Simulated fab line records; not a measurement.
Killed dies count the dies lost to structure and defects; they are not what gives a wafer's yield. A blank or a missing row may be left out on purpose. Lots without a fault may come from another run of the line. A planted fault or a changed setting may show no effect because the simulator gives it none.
A struck lot beside a sound one || flow n5-finfet || 40 out of 1938 route steps
Sound: wafers L458.2, L458.4, L458.6. Wafers struck: L459.1, L459.5, L459.6. The cause is given at the end.
Per side, at each step with rows, come the tool, then ch with its chambers, and then its first start. Under that, the readings that differ: sound wafers || struck wafers || difference of the means || sigmas: that difference in standard deviations of wafers without a fault.
alike: readings whose means differ by less than 2 such deviations, and words and numbers that are the same on both sides. not compared: withheld readings, readings that some wafer has no value for, bounds like >300 that may hide the same value, and numbers for which the record gives no deviation and whose values overlap.
A row with sigmas, a row that says differs or no value, or rows on one side alone: a step with any of these is where the two part. When numbers do not overlap yet have no deviation, they are printed without sigmas and do not part them. A reading missing from all wafers of one side parts the sides only when that side holds two or more wafers.

first, 12 steps without rows for these wafers: N5_HKMG_FIN_COAT_85 (time 60 s, resist thk 300 nm); N5_HKMG_FIN_ETCH_86 (etches SOC in N2/H2, stops on TiN, target depth 393.2 nm); N5_HKMG_FIN_STRIP_89 (strips SOC in N2/H2, time 20 s); N5_HKMG_FIN_WET_ETCH_87 (etches TiN in SC1, time 154.2 s, target depth 4.7 nm, rinse time 30 s); N5_HKMG_FIN_STRIP_88 (strips in N2/H2, time 360 s); N5_HKMG_FIN_NWFM_ALD_20 (deposits TiAlC, target thk 2 nm, pulse time 3 s, purge time 2 s); N5_HKMG_FIN_ALD_71 (deposits TiN, target thk 1 nm, pulse time 1 s, purge time 3 s); N5_HKMG_FIN_COAT_66 (time 60 s, resist thk 300 nm); N5_HKMG_FIN_ETCH_67 (etches SOC in N2/H2, stops on TiN, target depth 388.9 nm); N5_HKMG_FIN_STRIP_90 (strips SOC in N2/H2, time 20 s); N5_HKMG_FIN_WET_ETCH_73 (etches the open film in SC1, time 42.3 s, target depth 1.3 nm, rinse time 30 s); N5_HKMG_FIN_ETCHBACK_68 (etches the open film in Cl2/Ar, stops on HfO2, target depth 0.5 nm).
N5_HKMG_FIN_STRIP_69: strips in N2/H2, time 360 s.
  sound on plasma-asher-02 ch 0,1, day 4 21:17; struck on plasma-asher-02 ch 0,1, day 4 22:57
  alike: drypump-motor-current-A, heater-power-w
  not compared: rf-hours-counter-h
N5_HKMG_FIN_ALD_21: deposits TiN, target thk 1.5 nm, pulse time 1 s, purge time 3 s.
  sound on ald-metal-01 ch 0,3, day 4 21:40; struck on ald-metal-01 ch 0,1,3, day 4 23:20
  alike: heater-power-w, precursor-pulse-height-rel
then, 6 steps without rows for these wafers: N5_HKMG_FIN_ALD_72 (deposits W, target thk 2 nm, pulse time 1 s, purge time 2 s); N5_HKMG_FIN_W_FILL_22 (material W, target thk 60 nm, time 18.2 s); N5_HKMG_FIN_PRECLEAN_83 (cleans in DIW, time 57.5 s); N5_HKMG_FIN_SRD_84 (dry time 32 s); N5_HKMG_FIN_CMP_23 (polishes, stops on SiNx, t overpolish 10 s, target thk 46.326 nm); N5_HKMG_FIN_CMP_94 (polishes, stops on SiNx, t overpolish 4.7 s, target thk 43.299 nm).
N5_GATE_CUT_ETCHBACK_00: etches W in SF6/Cl2.
  sound on rie-metal-01 ch 0,1, day 4 22:56; struck on rie-metal-01 ch 0,1, day 5 00:37
  alike: drypump-motor-current-A, he-backside-leak-sccm, oes-product-au, throttle-valve-pct
  not compared: rf-hours-counter-h
then, 1 step without rows for these wafers: N5_GATE_CUT_ETCH_56 (etches TiN in Cl2/Ar, target depth 21.6 nm).
N5_GATE_CUT_ETCHBACK_30: etches TiN in Cl2/Ar, target depth 3 nm.
  sound on rie-metal-01 ch 0,1, day 4 23:09; struck on rie-metal-01 ch 0,1, day 5 00:49
  alike: drypump-motor-current-A, he-backside-leak-sccm, oes-product-au, throttle-valve-pct
  not compared: rf-hours-counter-h
then, 6 steps without rows for these wafers: N5_GATE_CUT_VAPOR_ETCH_60 (etches HfO2 in BCl3/Cl2); N5_GATE_CUT_ETCH_58 (etches SiNx in CH3F/O2, target depth 17 nm, time 128.6 s); N5_GATE_CUT_STRIP_59 (strips in N2/H2, time 20 s); N5_GATE_CUT_PRECLEAN_31 (cleans in DIW, time 300 s); N5_GATE_CUT_SRD_32 (time 30 s); N5_GATE_CUT_SAC_CAP_01 (material SiNx, target thk 24 nm, pulse time 1 s, ald cycles 480).
N5_GATE_CUT_PECVD_57: deposits SiNx from SiH4/NH3/N2, target thk 21 nm.
  sound on pecvd-03 ch 1,2, day 5 02:01; struck on pecvd-04 ch 0,1,2, day 5 04:44
  alike: heater-power-w, showerhead-plenum-p-Torr, throttle-valve-pct
then, 1 step without rows for these wafers: N5_GATE_CUT_CMP_02 (polishes, stops on SiO2, t overpolish 12.7 s, target thk 0 nm).
N5_GATE_CUT_HM_DEP_46: deposits SiO2 from TEOS/O2, target thk 130 nm, time 26.6 s.
  sound on pecvd-01 ch 0,1, day 5 02:26; struck on pecvd-03 ch 0,2, day 5 05:08
  alike: heater-power-w, showerhead-plenum-p-Torr, throttle-valve-pct
then, 7 steps without rows for these wafers: N5_GATE_CUT_COAT_34 (time 60 s, resist thk 60 nm); N5_GATE_CUT_COAT_35 (time 60 s, resist thk 10 nm); N5_GATE_CUT_COAT_27 (time 60 s, resist thk 10 nm); N5_GATE_CUT_COAT_07 (resist thk 30 nm); N5_GATE_CUT_EBR_09; N5_GATE_CUT_SOFTBAKE_08 (time 60 s); N5_GATE_CUT_EXPOSE_10 (exposes mask GATE CUT, target cd 20 nm).
-- record jumps: 8 days separate the struck wafers' starts on either side; left off in module GATE_CUT, taken up again in module PASSIVATION, whose first shown step is the route's number 1936 --
N5_PASSIVATION_PROBE_49:
  struck on prober-01, day 13 00:42; sound on prober-01, day 12 23:05
{"reading": "defect-limited-yield (%)", "sound": "85.3 91.3 89.2", "struck": "84.4 84.2 83.1", "difference": -4.7, "sigmas": -3}
{"reading": "killed-at-contacts", "sound": "28 13 23", "struck": "4 3 4", "difference": -18, "sigmas": -3}
{"reading": "killed-at-front-end", "sound": "72 39 42", "struck": "137 135 147", "difference": "+89", "sigmas": "+7"}
{"reading": "killed-dies", "sound": "174 103 128", "struck": "184 187 200", "difference": "+55", "sigmas": "+3"}
{"reading": "killed-open", "sound": "106 65 86", "struck": "53 43 64", "difference": -32, "sigmas": -3}
{"reading": "killed-short", "sound": "66 38 42", "struck": "23 24 28", "difference": -24, "sigmas": -3}
{"reading": "sort_bin_5_function (%)", "sound": "8.1 5.2 6.9", "struck": "10.2 9.7 11.4", "difference": "+3.7", "sigmas": "+4"}
{"reading": "sort-n-pass", "sound": "1006 1077 1052", "struck": "996 993 980", "difference": -55, "sigmas": -3}
{"reading": "sort-yield-pct (%)", "sound": "85.3 91.3 89.2", "struck": "84.4 84.2 83.1", "difference": -4.7, "sigmas": -3}
  alike: killed_at_M0_to_M3, killed_at_M4_up, killed-at-other, sort_bin_6_memory

== WHERE THEY PART ==
Within this record, at N5_PASSIVATION_PROBE_49 only.

WHY: the cause the simulator had injected
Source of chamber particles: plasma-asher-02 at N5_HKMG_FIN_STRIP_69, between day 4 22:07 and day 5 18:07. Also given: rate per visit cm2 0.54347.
